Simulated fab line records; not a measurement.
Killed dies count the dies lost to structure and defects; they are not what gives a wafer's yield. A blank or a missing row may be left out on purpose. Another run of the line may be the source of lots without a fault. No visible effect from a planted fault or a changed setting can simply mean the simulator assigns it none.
Comparing a struck lot with a sound one | flow nand harc | 15 steps out of a route of 1302
Sound: these wafers, L218.1, L218.3, L218.4. Struck: wafers L224.3, L224.5. The cause is named last.
For every step that has rows: the tool of each side, followed by ch and its chambers, followed by its first start. Under that, the readings that differ: sound wafers | struck wafers | difference of the means | sigmas: that difference in standard deviations of wafers without a fault.
alike: readings whose means differ by less than 2 such deviations, and words and numbers that are the same on both sides. not compared: withheld readings, readings that some wafer has no value for, bounds like >300 that may hide the same value, and numbers for which the record gives no deviation and whose values overlap.
The two part at a step that has a row with sigmas, a row that says differs or no value, or rows on one side only. Numbers that don't overlap but have no deviation are shown without sigmas and don't part them. A reading that every wafer of one side lacks parts them only if that side has two wafers or more.

first, 3 steps without rows for these wafers: NHARC_A_CHANNEL_HOLE_D1_STRIP_41 (strips in N2/H2); NHARC_A_CHANNEL_HOLE_D1_STRIP_42 (strips in CF4/CHF3); NHARC_A_CHANNEL_HOLE_D1_STRIP_43 (strips in O2/COS).
NHARC_A_CHANNEL_HOLE_D1_ETCH_44: etches the open film in CF4/O2, target depth 140 nm, overetch 14 nm, time 77 s.
  sound on rie diel-11 ch 1,3, day 9 15:35; struck on rie diel-11 ch 1,3, day 12 23:50
  alike: drypump motor current A, oes product au, rf vpp V, showerhead plenum p Torr, throttle valve pct
  not compared: rf hours counter h
NHARC_A_CHANNEL_HOLE_D1_STRIP_27: strips in O2.
  sound: rie diel-11 ch 0,1; struck: rie diel-11 ch 0
  alike: drypump motor current A, oes product au, rf vpp V, showerhead plenum p Torr, throttle valve pct
  not compared: rf hours counter h
then, 2 steps without rows for these wafers: NHARC_A_CHANNEL_HOLE_D1_PRECLEAN_28 (cleans in SC1); NHARC_A_CHANNEL_HOLE_D1_SRD_29.
NHARC_A_CHANNEL_HOLE_D1_CD_MEAS_30:
  sound: cd sem-03 at day 9 16:32; struck: cd sem-03 at day 13 00:38
  reading    | sound          | struck    | difference | sigmas
  cd nm (nm) | 91.6 91.5 90.6 | 88.1 89.3 | -2.5       | -3
NHARC_A_CHANNEL_HOLE_D1_XSEM_31:
  sound on xsem-02 ch 0, day 9 16:38; struck on xsem-02 ch 0, day 13 00:43
  alike: bot cd nm, bow nm, tilt deg
NHARC_A_CHANNEL_HOLE_D1_INSPECT_40:
  sound: defect inspect-02 at day 9 16:43; struck: defect inspect-01 at day 13 00:49
  alike: raw defect count
then, 2 steps without rows for these wafers: NHARC_A_CHANNEL_FILL_D1_PRECLEAN_00 (cleans in SC1); NHARC_A_CHANNEL_FILL_D1_SRD_01.
NHARC_A_CHANNEL_FILL_D1_ALD_02: deposits SiO2, target thk 6 nm, pulse time 10 s, ald cycles 60.
  sound on ald hk-01 ch 0,1,2, day 9 16:59; struck on ald hk-02 ch 1, day 13 01:01
  reading    | sound    | struck | difference | sigmas
  ald cycles | 60 60 60 | 72 72  | +12        |
  alike: heater power w, precursor pulse height rel
NHARC_A_CHANNEL_FILL_D1_ALD_03: deposits SiNx, target thk 6 nm, pulse time 60 s, ald cycles 58.
  sound: ald sin batch-02 ch 0; struck: ald sin batch-01 ch 0
  alike: precursor pulse height rel
  not compared: ald cycles
-- the record jumps here: 16 days lie between the struck wafers' starts before and after (it left off in module A_CHANNEL_FILL_D1 and takes up again in module END, whose first step shown is number 1302 of the route) --
NHARC_END_SORT_01:
  sound on prober-01 ch 0, day 24 23:23; struck on prober-02 ch 0, day 29 01:05
  alike: killed at array, killed at other, killed at periphery, killed dies, killed open, killed short

== WHERE THEY PART ==
NHARC_A_CHANNEL_HOLE_D1_CD_MEAS_30 only, going by this record. Later steps at which nothing parts them and some readings are alike: NHARC_A_CHANNEL_HOLE_D1_XSEM_31, NHARC_A_CHANNEL_HOLE_D1_INSPECT_40, NHARC_A_CHANNEL_FILL_D1_ALD_02, NHARC_A_CHANNEL_FILL_D1_ALD_03, NHARC_END_SORT_01.

WHY: the cause the simulator had injected
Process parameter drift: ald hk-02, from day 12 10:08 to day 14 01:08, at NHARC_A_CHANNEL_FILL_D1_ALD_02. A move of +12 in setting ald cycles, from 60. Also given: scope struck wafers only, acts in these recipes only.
